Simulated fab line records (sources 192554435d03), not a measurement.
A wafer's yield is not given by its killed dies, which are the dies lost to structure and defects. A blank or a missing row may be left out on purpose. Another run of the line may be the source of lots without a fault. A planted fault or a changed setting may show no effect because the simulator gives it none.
Chamber matching + flow n5 finfet + 4 sister chambers for N5_BEOL_M15_DESCUM_33 on rie diel-06
The step chemistry O2, time 7.9 s. 8 wafers are shown with their chamber, then 9 later ones without.

## WAFERS, EACH WITH ITS CHAMBER
| wafer  | chamber | showerhead plenum p Torr (Torr) | throttle valve pct (%) |
|--------|---------|---------------------------------|------------------------|
| L077.2 | 3       | 2.17                            | 20.75                  |
| L077.4 | 3       | 2.17                            | 20.76                  |
| L079.5 | 0       | 2.08                            | 20.57                  |
| L082.1 | 0       | 2.08                            | 20.57                  |
| L082.3 | 2       | 2.18                            | 20.49                  |
| L085.1 | 1       | 2.19                            | 20.69                  |
| L085.4 | 2       | 2.17                            | 20.50                  |
| L085.6 | 1       | 2.19                            | 20.72                  |

## WAFERS WITH NO CHAMBER GIVEN
| wafer  | showerhead plenum p Torr (Torr) | throttle valve pct (%) |
|--------|---------------------------------|------------------------|
| L090.1 | 2.08                            | 20.60                  |
| L090.4 | 2.08                            | 20.58                  |
| L090.6 | 2.17                            | 20.51                  |
| L092.1 | 2.17                            | 20.34                  |
| L092.2 | 2.19                            | 20.73                  |
| L092.4 | 2.17                            | 20.53                  |
| L094.4 | 2.19                            | 20.73                  |
| L094.5 | 2.07                            | 20.62                  |
| L094.6 | 2.18                            | 20.72                  |

## CHAMBER TAKEN BY EACH
| wafer  | from the rows above     | in truth                   |
|--------|-------------------------|----------------------------|
| L090.1 | 0                       | 0                          |
| L090.4 | 0                       | 0                          |
| L090.6 | 2                       | 2                          |
| L092.1 | 2                       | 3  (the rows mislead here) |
| L092.2 | 1                       | 1                          |
| L092.4 | 2                       | 2                          |
| L094.4 | 1                       | 1                          |
| L094.5 | 0                       | 0                          |
| L094.6 | can't be placed: 1 or 3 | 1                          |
Correctly placed: 7 of 9. These rows do not allow placing 1 (true chamber among the candidates in 1). 1 placed wrongly.
How it was worked out, from the rows above alone: a wafer's distance from a chamber is the root of the sum, over the readings, of the square of ((its reading less the chamber's mean) divided by the reading's scatter). The wafer belongs to the nearest chamber; if the next one is less than 2 further off, it can't be placed. For every chamber, the mean is computed from those of its wafers that are shown. The scatter is the square root of a quotient: the sum, over the shown wafers, of each reading's squared deviation from its chamber's mean, divided by wafers minus chambers.
